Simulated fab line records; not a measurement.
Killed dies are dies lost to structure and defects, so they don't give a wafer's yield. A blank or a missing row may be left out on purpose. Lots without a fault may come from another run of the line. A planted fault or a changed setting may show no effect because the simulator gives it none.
fab line records	flow nand_harc
record: lots: 15	wafers: 45	last_day: 24
route steps=1159 shown P_M2@344 P_BONDPAD@368
lots with no fault: from the same line, run without faults
start_h: the number of hours between the record's first day and the start of the first shown wafer of the lot	wait_h: hours since the lot's step before	" repeats the value in the row above	L1.1+2: a row that stands for several wafers	- no value present, or no start provided	* or withheld: withheld	< > ~ a bound
route shown NAME@n: NAME is a module with steps in the file, n the number in the route of the first one	usual: mean/standard deviation of fault-free wafers	same: alike in all rows	chamber/n: place in a boat	sites: per-site readings	_std_site: the values' standard deviation	_edge_site: mean of outer sites minus mean of inner sites	radius_mm: for every site, how far away it sits from the centre of the wafer	mask NAME#n: copy n	behind: the last tool/chamber to shape the wafer	hold: reason for holding the lot/hours on hold/outcome of the hold	device: the transistor (n, p or np) that didn't switch	end of line: tests run on the same wafers once the route is complete	for a step that has no rows: nothing shown but its recipe	killed: not the wafer's yield, but the dies lost to structure and defects at the first sort	map: the dies of a wafer, with x for killed, . for not killed, _ for no die there
set.NAME: the setting that was run; set.NAME@STEP: the one run at that earlier step	model.NAME: the simulator's own value behind a step, which no gauge read
the route's steps for a sample of lots (tables are steps, rows are wafers)
services: from which hour (start_h, from the record's first day; less than 0 if before it) a tool's chamber was out of use, for how many hours, and why
== steps ==
step: NHARC_P_M2_CMP_23
recipe: t_overpolish_s: 20	target_thk_nm: 144.3
usual: motor_current_A: 11.9/1.1	time_to_endpoint_s: 28.7/2.1
lot.wafer	tool	chamber	start_h	wait_h	motor_current_A	time_to_endpoint_s
L101.2	cmp-01	3	135.51	-	14.3	29.0
L101.3	"	0	"	"	11.7	26.5
L101.6	"	3	"	"	13.8	25.0
L104.2	cmp-02	0	144.75	-	9.3	29.9
L104.5	"	3	"	"	12.5	29.5
L104.6	"	0	"	"	9.7	27.9
L106.2	cmp-01	0	161.71	-	11.0	31.8
L106.1	"	1	"	"	12.2	28.5
L106.6	"	0	"	"	10.9	27.9
L105.4	cmp-02	1	163.86	-	11.0	32.9
L105.1	"	2	"	"	13.0	32.9
L105.6	"	3	"	"	13.2	31.6
L109.3	cmp-03	3	172.17	-	12.5	30.8
L109.4	"	0	"	"	10.7	33.3
L109.6	"	2	"	"	13.0	32.4
L114.2	cmp-03	1	219.54	-	11.9	26.2
L114.6	"	3	"	"	12.0	28.3
L114.5	"	0	"	"	11.0	24.9
L115.4	cmp-03	0	223.33	-	11.1	29.6
L115.1	"	1	"	"	12.9	24.5
L115.5	"	1	"	"	13.0	26.9
L116.2	cmp-03	3	225.23	-	12.1	27.0
L116.1	"	0	"	"	10.6	27.4
L116.4	"	2	"	"	12.7	27.5
L118.1	cmp-03	1	226.91	-	12.3	25.6
L118.4	"	2	"	"	13.1	27.2
L118.2	"	0	"	"	10.6	27.3
L117.3	cmp-03	3	227.28	-	12.5	29.2
L117.1	"	2	"	"	12.3	28.8
L117.5	"	3	"	"	12.1	28.9
L119.3	cmp-03	1	234.73	-	12.7	26.9
L119.2	"	2	"	"	12.7	27.8
L119.1	"	0	"	"	10.5	26.7
L120.1	cmp-03	1	245.25	-	12.1	29.3
L120.3	"	3	"	"	12.2	31.5
L120.5	"	1	"	"	12.5	27.5
L121.2	cmp-02	1	251.45	-	11.0	25.6
L121.4	"	0	"	"	10.0	27.6
L121.5	"	1	"	"	12.0	25.5
L123.3	cmp-02	0	256.28	-	10.2	30.9
L123.1	"	1	"	"	11.2	29.7
L123.2	"	2	"	"	12.5	27.9
L122.1	cmp-01	1	256.92	-	12.0	32.4
L122.4	"	3	"	"	13.1	28.2
L122.5	"	1	"	"	12.4	29.1
step: NHARC_P_M2_INSPECT_27
usual: raw_defect_count: 321/100
lot.wafer	tool	chamber	start_h	wait_h	raw_defect_count
L101.2	defect_inspect-02	-	135.95	0.0	468
L101.3	"	-	"	"	319
L101.6	"	-	"	"	388
L104.2	defect_inspect-02	-	145.20	0.0	298
L104.5	"	-	"	"	223
L104.6	"	-	"	"	209
L106.1	defect_inspect-02	-	162.15	0.0	302
L106.2	"	-	"	"	244
L106.6	"	-	"	"	386
L105.1	defect_inspect-02	-	164.27	0.0	506
L105.4	"	-	"	"	216
L105.6	"	-	"	"	270
L109.3	defect_inspect-02	-	172.62	0.0	261
L109.4	"	-	"	"	244
L109.6	"	-	"	"	139
L114.2	defect_inspect-02	-	219.96	0.0	240
L114.5	"	-	"	"	248
L114.6	"	-	"	"	294
L115.1	defect_inspect-01	-	223.80	0.0	454
L115.4	"	-	"	"	293
L115.5	"	-	"	"	349
L116.1	defect_inspect-01	-	225.70	0.0	287
L116.2	"	-	"	"	225
L116.4	"	-	"	"	325
L118.1	defect_inspect-02	-	227.39	0.0	260
L118.2	"	-	"	"	274
L118.4	"	-	"	"	203
L117.1	defect_inspect-01	-	227.76	0.0	250
L117.3	"	-	"	"	237
L117.5	"	-	"	"	315
L119.1	defect_inspect-02	-	235.24	0.0	331
L119.2	"	-	"	"	183
L119.3	"	-	"	"	535
L120.1	defect_inspect-02	-	245.70	0.0	690
L120.3	"	-	"	"	279
L120.5	"	-	"	"	496
L121.2	defect_inspect-01	-	251.92	0.0	382
L121.4	"	-	"	"	301
L121.5	"	-	"	"	224
L123.1	defect_inspect-01	-	256.72	0.0	351
L123.2	"	-	"	"	325
L123.3	"	-	"	"	433
L122.1	defect_inspect-01	-	257.38	0.0	451
L122.4	"	-	"	"	337
L122.5	"	-	"	"	341
step: NHARC_P_BONDPAD_ETCH_37
recipe: target_depth_a: 600	overetch_a: 180	time_s: 65.91	ion_energy_ev: 200	n2_flow_sccm: 150	h2_flow_sccm: 150	ar_flow_sccm: 0	rf_w: 400	bias_w: 150	chemistry: N2/H2
usual: drypump_motor_current_A: 5.9/0.64	oes_product_au: 0.998/0.0073	rf_vpp_V: 431.8/2.3	run_length_s: 87.1/0.35	showerhead_plenum_p_Torr: 2.09/0.081	throttle_valve_pct: 14.173/0.0084
lot.wafer	tool	chamber	start_h	wait_h	drypump_motor_current_A	oes_product_au	rf_hours_counter_h	rf_vpp_V	run_length_s	showerhead_plenum_p_Torr	throttle_valve_pct
L101.2	rie_diel-10	2	138.43	0.1	6.3	1.002	12	435.3	87.6	2.18	14.174
L101.3	"	0	"	"	6.5	0.989	14	432.8	87.1	2.16	14.169
L101.6	"	2	"	"	6.3	0.998	-	434.9	87.4	2.18	14.172
L104.2	rie_diel-10	2	147.36	0.1	6.3	1.003	12	433.5	87.3	2.18	14.185
L104.5	"	3	"	"	4.9	1.000	-	431.6	87.2	2.06	14.169
L104.6	"	0	"	"	6.5	1.004	-	435.0	64.0	2.16	14.176
L106.2	rie_diel-10	0	164.25	0.1	6.5	0.993	16	434.1	63.6	2.16	14.172
L106.1	"	2	"	"	6.3	0.999	14	434.0	87.4	2.18	14.187
L106.6	"	3	"	"	4.9	1.000	-	432.1	86.7	2.06	14.167
L105.1	rie_diel-10	3	166.36	0.1	4.9	0.992	16	432.1	87.1	2.06	14.172
L105.4	"	0	"	"	6.5	0.996	16	432.7	63.7	2.16	14.156
L105.6	"	2	"	"	6.3	0.997	-	435.4	87.9	2.18	14.179
L109.3	rie_diel-11	0	174.61	0.1	5.5	1.007	59	433.8	86.9	2.16	14.168
L109.4	"	3	"	"	5.7	1.013	59	428.3	87.0	1.94	14.181
L109.6	"	1	"	"	6.4	0.993	-	431.7	87.9	2.09	14.191
L114.2	rie_diel-10	2	221.92	0.1	6.3	0.990	4	432.8	87.3	2.17	14.180
L114.5	"	1	"	"	6.4	1.000	-	429.0	87.1	1.98	14.170
L114.6	"	2	"	"	6.3	0.987	-	433.9	87.0	2.17	14.165
L115.4	rie_diel-10	1	225.76	0.1	6.4	0.998	4	429.2	86.9	1.98	14.180
L115.1	"	2	"	"	6.3	0.997	4	433.2	87.3	2.17	14.175
L115.5	"	1	"	"	6.4	1.001	-	427.6	86.8	1.98	14.187
L116.2	rie_diel-10	3	227.66	0.1	4.9	0.985	4	430.5	86.7	2.06	14.190
L116.1	"	1	"	"	6.4	0.999	4	429.6	87.0	1.98	14.170
L116.4	"	2	"	"	6.3	0.995	-	433.9	87.1	2.17	14.183
L118.1	rie_diel-10	3	229.64	0.1	4.9	0.982	4	430.6	86.7	2.06	14.160
L118.2	"	1	"	"	6.4	0.997	4	429.0	87.4	1.98	14.173
L118.4	"	3	"	"	4.9	0.985	-	432.3	86.7	2.06	14.175
L117.1	rie_diel-10	3	229.91	0.1	4.9	0.997	4	431.0	87.5	2.06	14.179
L117.3	"	2	"	"	6.3	0.994	4	433.7	87.3	2.17	14.179
L117.5	"	2	"	"	6.3	1.009	-	434.2	87.3	2.17	14.159
L119.1	rie_diel-10	3	237.39	0.1	4.9	0.993	6	430.7	87.2	2.06	14.174
L119.3	"	0	"	"	6.5	0.998	5	434.4	86.8	2.16	14.177
L119.2	"	1	"	"	6.3	1.007	6	429.0	87.0	1.98	14.160
L120.3	rie_diel-10	3	248.28	0.1	4.9	0.997	6	431.3	86.8	2.06	14.189
L120.1	"	2	"	"	6.3	0.993	6	433.8	87.2	2.17	14.168
L120.5	"	3	"	"	4.9	0.999	-	430.1	87.2	2.06	14.168
L121.2	rie_diel-10	0	253.88	0.1	6.5	0.991	6	435.4	86.8	2.16	14.173
L121.4	"	1	"	"	6.4	1.001	7	429.3	86.9	1.98	14.175
L121.5	"	0	"	"	6.5	1.000	-	433.6	86.8	2.16	14.167
L123.2	rie_diel-06	0	258.87	0.1	6.3	1.009	4	430.0	87.5	2.00	14.168
L123.3	"	1	"	"	5.4	1.018	5	434.9	87.5	2.16	14.154
L123.1	"	2	"	"	5.3	1.017	5	429.4	87.1	2.02	14.168
L122.1	rie_diel-11	2	259.60	0.2	5.5	0.996	24	433.4	87.8	2.21	14.168
L122.4	"	3	"	"	5.7	0.988	25	429.0	87.1	1.93	14.175
L122.5	"	3	"	"	5.8	0.997	-	428.1	87.1	1.93	14.157
step: NHARC_P_BONDPAD_PVD_27
recipe: target_thk_a: 300	chamber_pressure_pa: 5	power_w: 5000	substrate_temp_c: 30	time_s: 20.49	material: Cu
usual: throttle_valve_pct: 30.0/0.81
lot.wafer	tool	chamber	start_h	wait_h	throttle_valve_pct
L101.3	pvd_sputter-03	-	-	-	30.4
L101.2	"	-	"	"	29.6
L101.6	"	-	"	"	29.3
L104.2	pvd_sputter-03	-	-	-	29.8
L104.5	"	-	"	"	30.2
L104.6	"	-	"	"	29.9
L106.2	pvd_sputter-03	-	-	-	30.5
L106.1	"	-	"	"	28.9
L106.6	"	-	"	"	29.5
L105.1	pvd_sputter-02	-	-	-	31.4
L105.4	"	-	"	"	29.8
L105.6	"	-	"	"	28.7
L109.4	pvd_sputter-02	-	-	-	29.0
L109.3	"	-	"	"	31.3
L109.6	"	-	"	"	31.6
L114.2	pvd_sputter-03	-	-	-	29.0
L114.5	"	-	"	"	29.7
L114.6	"	-	"	"	29.9
L115.4	pvd_sputter-01	-	-	-	29.1
L115.1	"	-	"	"	30.3
L115.5	"	-	"	"	29.1
L116.1	pvd_sputter-01	-	-	-	30.1
L116.4	"	-	"	"	29.3
L116.2	"	-	"	"	30.3
L118.2	pvd_sputter-02	-	-	-	29.3
L118.1	"	-	"	"	32.1
L118.4	"	-	"	"	30.3
L117.3	pvd_sputter-03	-	-	-	29.8
L117.1	"	-	"	"	30.1
L117.5	"	-	"	"	30.3
L119.2	pvd_sputter-02	-	-	-	29.4
L119.1	"	-	"	"	30.2
L119.3	"	-	"	"	32.0
L120.3	pvd_sputter-02	-	-	-	29.3
L120.1	"	-	"	"	32.3
L120.5	"	-	"	"	30.2
L121.4	pvd_sputter-03	-	-	-	29.9
L121.2	"	-	"	"	29.4
L121.5	"	-	"	"	29.7
L123.1	pvd_sputter-03	-	-	-	29.3
L123.2	"	-	"	"	30.7
L123.3	"	-	"	"	29.5
L122.1	pvd_sputter-03	-	-	-	30.2
L122.4	"	-	"	"	29.2
L122.5	"	-	"	"	30.6
== services ==
tool	chamber	start_h	hours	kind
cmp-02	-	120.04	0.9	repair
rie_diel-06	1	122.87	117.7	repair
rie_diel-06	-	123.59	0.3	repair
cmp-02	-	129.79	4.0	pm
pvd_sputter-03	-	133.31	2.0	repair
rie_diel-06	2	144.43	4.2	repair
pvd_sputter-01	-	152.11	2.6	repair
cmp-03	-	156.13	4.0	pm
pvd_sputter-01	-	158.00	10.0	pm
rie_diel-10	0	168.76	4.2	repair
cmp-03	-	168.88	1.5	repair
rie_diel-11	2	176.26	7.8	repair
rie_diel-10	-	176.50	9.0	pm
cmp-01	-	185.20	4.0	pm
cmp-03	-	187.96	3.7	repair
rie_diel-11	-	189.50	9.0	pm
cmp-01	-	195.86	56.5	repair
pvd_sputter-02	-	206.14	3.0	repair
pvd_sputter-02	-	214.00	10.0	pm
cmp-02	-	224.80	3.3	repair
rie_diel-10	0	226.54	8.8	repair
cmp-02	-	228.13	4.0	pm
cmp-03	-	228.95	5.5	repair
cmp-03	-	254.13	4.0	pm
== key ==
first_sign: step: NHARC_P_BONDPAD_ETCH_37	reading: run_length_s	direction: down	sigmas: 67	usual: *	struck: *
effect none on later readings
met_at NHARC_P_BONDPAD_ETCH_37
struck_lots L104,L105,L106
struck_wafers L104.6,L105.4,L106.2
later_rows_left_out L104.6,L105.4,L106.2
sort_left_out L104.6,L105.4,L106.2
not_acting_at NHARC_P_M2_CMP_23,NHARC_P_M2_INSPECT_27,NHARC_P_BONDPAD_PVD_27
onset_between 138.43 147.36
fault: kind: process_parameter_drift	tool: rie_diel-10	chamber: 0	onset_h: 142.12	steps: NHARC_P_BONDPAD_ETCH_37	channel: time_s	offset: *	shape: step	end_h: 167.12	acts_in: *	stated: *
sort_left_out: the simulated sort isn't trusted on such a fault, so these wafers' sort isn't shown, and their yield isn't known
later_rows_left_out: the simulator's readings of these wafers behind a module that went badly wrong aren't trusted and aren't shown, but for the sort
